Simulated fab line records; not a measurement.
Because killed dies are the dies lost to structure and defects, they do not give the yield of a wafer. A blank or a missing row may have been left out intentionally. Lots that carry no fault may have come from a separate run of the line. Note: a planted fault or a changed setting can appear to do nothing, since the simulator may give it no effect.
Chamber matching :: flow n5 finfet :: pecvd-02 running N5_BEOL_M2_ILD_DEP_00: 3 sister chambers
The step deposits SiOC from DEMS/O2, target thk 79 nm, time 15.3 s. 3 wafers are shown with their chamber, then 7 later ones without.

== WAFERS WITH THEIR CHAMBER ==
wafer: L406.4
chamber: 2
throttle valve pct (%): 11.2

wafer: L413.2
chamber: 1
throttle valve pct (%): 12.2

wafer: L413.4
chamber: 0
throttle valve pct (%): 11.5

== WAFERS WHOSE CHAMBER IS MISSING ==
wafer: L413.6
throttle valve pct (%): 11.8

wafer: L421.1
throttle valve pct (%): 12.1

wafer: L421.3
throttle valve pct (%): 11.8

wafer: L421.4
throttle valve pct (%): 11.7

wafer: L423.1
throttle valve pct (%): 11.7

wafer: L423.4
throttle valve pct (%): 11.9

wafer: L423.5
throttle valve pct (%): 11.7

== WHICH CHAMBER EACH WENT THROUGH ==
wafer: L413.6
from the rows above: can't be placed: 0 or 1 or 2
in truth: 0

wafer: L421.1
from the rows above: 1
in truth: 1

wafer: L421.3
from the rows above: can't be placed: 0 or 1 or 2
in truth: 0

wafer: L421.4
from the rows above: can't be placed: 0 or 1 or 2
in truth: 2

wafer: L423.1
from the rows above: can't be placed: 0 or 1 or 2
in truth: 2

wafer: L423.4
from the rows above: can't be placed: 1 or 0 or 2
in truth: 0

wafer: L423.5
from the rows above: can't be placed: 0 or 1 or 2
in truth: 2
Placed correctly: 1 of 7. From these rows, 6 cannot be placed; in 6 the true chamber is one of the candidates. Number placed wrongly: 0.
How it was worked out, from the rows above alone: a wafer's distance from a chamber is the root of the sum, over the readings, of the square of ((its reading less the chamber's mean) divided by the reading's scatter). The wafer belongs to the nearest chamber; if the next one is less than 2 further off, it can't be placed. A chamber's mean is the mean of its shown wafers. The scatter: with one shown wafer a chamber, the root of the mean of the squares of how far each hidden wafer lies from its nearest shown one.
